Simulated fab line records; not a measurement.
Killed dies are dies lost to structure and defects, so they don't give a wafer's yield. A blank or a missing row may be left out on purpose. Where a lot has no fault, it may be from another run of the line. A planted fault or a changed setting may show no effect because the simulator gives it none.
A struck lot beside a sound one    flow nandHarc    14 steps out of a route of 1159
Sound: the wafers L197.1, L197.5, L197.6. Struck: wafer L202.5 (left out: L202.2, L202.4 of the same lot, which were not struck); the cause appears at the end.
For every step that has rows: the tool of each side, followed by ch and its chambers, followed by its first start. Under that, the readings that differ: sound wafers    struck wafers    difference of the means    sigmas: that difference in standard deviations of wafers without a fault.
alike: same words and numbers on both sides, and readings whose means sit less than 2 such deviations apart. not compared: any withheld reading, any reading some wafer has no value for, any bound like >300 that may hide the same value, and any number with overlapping values for which the record gives no deviation.
Wherever a step has rows on one side only, a row that says differs or no value, or a row with sigmas, the two part there. Numbers that have no deviation but don't overlap get no sigmas and don't part them. A reading missing from all wafers of one side parts the sides only when that side holds two or more wafers.

first, 9 steps without rows for these wafers: NHARC_A_STAIRCASE_DEHYDRATE_302 (time 120 s); NHARC_A_STAIRCASE_HMDS_303 (time 30 s); NHARC_A_STAIRCASE_COAT_304; NHARC_A_STAIRCASE_SOFTBAKE_305 (time 170 s); NHARC_A_STAIRCASE_EBR_306; NHARC_A_STAIRCASE_EXPOSE_307 (exposes mask CHOP 50); NHARC_A_STAIRCASE_PEB_308 (peb time 130 s); NHARC_A_STAIRCASE_DEVELOP_309 (time 140 s); NHARC_A_STAIRCASE_HARDBAKE_311 (time 140 s).
NHARC_A_STAIRCASE_DESCUM_312: chemistry O2, time 3 s.
  sound on rieDiel-01 ch 1,2,3, day 12 04:01; struck on rieDiel-08 ch 1, day 14 00:34
reading                       sound           struck  difference  sigmas
showerheadPlenumPTorr (Torr)  2.03 2.06 2.00  1.85    -0.18       -2
  alike: drypumpMotorCurrentA, mfcArSccm, oesProductAu, rfVppV, throttleValvePct
  not compared: rfHoursCounterH
NHARC_A_STAIRCASE_ETCH_313: etches the open film in CF4/CHF3.
  sound on rieDiel-01 ch 2,3, day 12 04:07; struck on rieDiel-08 ch 0, day 14 00:39
reading              sound              struck  difference  sigmas
oesProductAu (a.u.)  0.920 0.917 0.908  0.970   +0.055      +2
  alike: drypumpMotorCurrentA, mfcArSccm, rfVppV, showerheadPlenumPTorr, throttleValvePct
  not compared: rfHoursCounterH
NHARC_A_STAIRCASE_HM_OPEN_463: chemistry O2/COS.
  sound on rieDiel-01 ch 1,2,3, day 12 04:17; struck on rieDiel-08 ch 0, day 14 00:48
  alike: drypumpMotorCurrentA, mfcArSccm, oesProductAu, rfVppV, showerheadPlenumPTorr, throttleValvePct
  not compared: rfHoursCounterH
then, 1 step without rows for these wafers: NHARC_A_STAIRCASE_STRIP_464 (strips in O2/COS).
-- the record jumps here: 8 days lie between the struck wafers' starts before and after (it left off in module A_STAIRCASE and takes up again in module END, whose first step shown is number 1159 of the route) --
NHARC_END_SORT_01:
  sound on prober-01 ch 0, day 19 17:32; struck on prober-01 ch 0, day 21 16:01
reading            sound     struck  difference  sigmas
killedAtArray      25 27 30  546     +519        +52
killedAtPeriphery  5 3 4     11      +7          +3
killedDies         31 30 34  558     +526        +53
killedShort        2 0 1     4       +3          +2
  alike: killedAtOther, killedOpen

== WHERE THEY PART ==
First at NHARC_A_STAIRCASE_DESCUM_312; last, within this record, at NHARC_END_SORT_01.

WHY: what the simulator had put in
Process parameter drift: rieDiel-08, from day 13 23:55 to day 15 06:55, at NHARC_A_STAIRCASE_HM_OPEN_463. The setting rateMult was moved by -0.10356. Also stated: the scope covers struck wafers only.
